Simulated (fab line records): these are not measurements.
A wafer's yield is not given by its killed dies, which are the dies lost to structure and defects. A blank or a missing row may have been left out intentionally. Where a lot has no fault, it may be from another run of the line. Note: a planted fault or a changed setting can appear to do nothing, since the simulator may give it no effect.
A struck lot beside a sound one :: flow n5_finfet :: 16 out of 1938 route steps
Sound: wafers L196.4, L196.5, L196.6. Struck: wafers L203.1, L203.2, L203.6. The cause is given at the end.
Each step with rows lists, per side, the tool, then ch with its chambers, then its first start. Under that, the readings that differ: sound wafers :: struck wafers :: difference of the means :: sigmas: that difference in standard deviations of wafers without a fault.
alike: a reading whose means differ by less than 2 such deviations, as well as words and numbers matching on both sides. not compared: withheld readings; readings where some wafer has no value; bounds like >300 that might hide an equal value; numbers whose values overlap and for which the record gives no deviation.
Wherever a step has rows on one side only, a row that says differs or no value, or a row with sigmas, the two part there. Numbers that don't overlap but have no deviation are shown without sigmas and don't part them. A reading that every wafer of one side lacks parts them only if that side has two wafers or more.

first, 4 steps without rows for these wafers: N5_BEOL_M2_HM_STRIP_39 (strips TiN in peroxide tin strip, target depth 25 nm, time 158 s); N5_BEOL_M2_SRD_40 (time 30 s); N5_BEOL_M2_PRECLEAN_42 (cleans in residue remover, time 60 s); N5_BEOL_M2_SRD_43 (time 30 s).
N5_BEOL_M2_CD_MEAS_35: target cd 18 nm, target cd y 22.2 nm.
  struck on cd_sem-02, day 10 21:45; sound on cd_sem-02, day 8 22:31
  alike: cd_nm
N5_BEOL_M2_DEGAS_44: time 60 s.
  struck on pvd_sputter-03, day 10 21:58; sound on pvd_sputter-02, day 8 22:45
  alike: heater_power_w
then, 1 step without rows for these wafers: N5_BEOL_M2_PRE_CLEAN_45 (time 30 s).
N5_BEOL_M2_ALD_84: deposits TaN, pulse time 2 s, purge time 3 s, co reactant purge time 2 s.
  sound on ald_metal-03 ch 0,1,2, day 8 22:52; struck on ald_metal-03 ch 0,2, day 10 22:05
  alike: heater_power_w, precursor_vessel_temp_c
N5_BEOL_M2_SURFACE_TREAT_85:
  struck on pvd_sputter-02, day 10 22:19; sound on pvd_sputter-02, day 8 23:24
  not compared: throttle_valve_pct
then, 1 step without rows for these wafers: N5_BEOL_M2_CVD_47 (deposits Co from CCTBA/H2, target thk 3 nm, time 223.8 s).
N5_BEOL_M2_SPUTTER_48: material Cu, target thk 4.5 nm, time 8.29 s.
  struck on pvd_sputter-01, day 10 22:36; sound on pvd_sputter-03, day 9 01:04
  alike: chamber_pressure_pa, chuck_gas_flow_sccm, throttle_valve_pct
N5_BEOL_M2_ANNEAL_49: time 240 s.
  struck on pvd_sputter-01, day 10 22:41; sound on pvd_sputter-03, day 9 01:09
  alike: heater_power_w
N5_BEOL_M2_SPUTTER_79: material Cu, target thk 4.5 nm, time 8.29 s.
  struck on pvd_sputter-01, day 10 22:49; sound on pvd_sputter-03, day 9 01:17
  no value came back on the struck wafers for chamber_pressure_pa (Pa), chuck_gas_flow_sccm (sccm), throttle_valve_pct (%); on the sound wafers chamber_pressure_pa (Pa) reads 0.07002 0.07004 0.06988
then, 1 step without rows for these wafers: N5_BEOL_M2_ANNEAL_80 (time 240 s).
N5_BEOL_M4_RC_MEAS_101:
  sound on prober-01 ch 0, day 10 16:30; struck on prober-01 ch 0, day 12 12:58
  alike: DIBL_N, DIBL_P, IOFF_N, IOFF_P, ION_N, ION_P, SS_N, SS_P, VT_N, VT_P
-- record jumps: 5 days separate the struck wafers' starts on either side; left off in module BEOL_M4, taken up again in module PASSIVATION, whose first shown step is the route's number 1936 --
N5_PASSIVATION_PROBE_49:
  the record has rows for the struck wafers here (prober-02, day 17 14:32) and none for the sound ones

== WHERE THEY PART ==
At N5_BEOL_M2_SPUTTER_79 first; at N5_PASSIVATION_PROBE_49 last (within this record only).

WHY: the cause the simulator had injected
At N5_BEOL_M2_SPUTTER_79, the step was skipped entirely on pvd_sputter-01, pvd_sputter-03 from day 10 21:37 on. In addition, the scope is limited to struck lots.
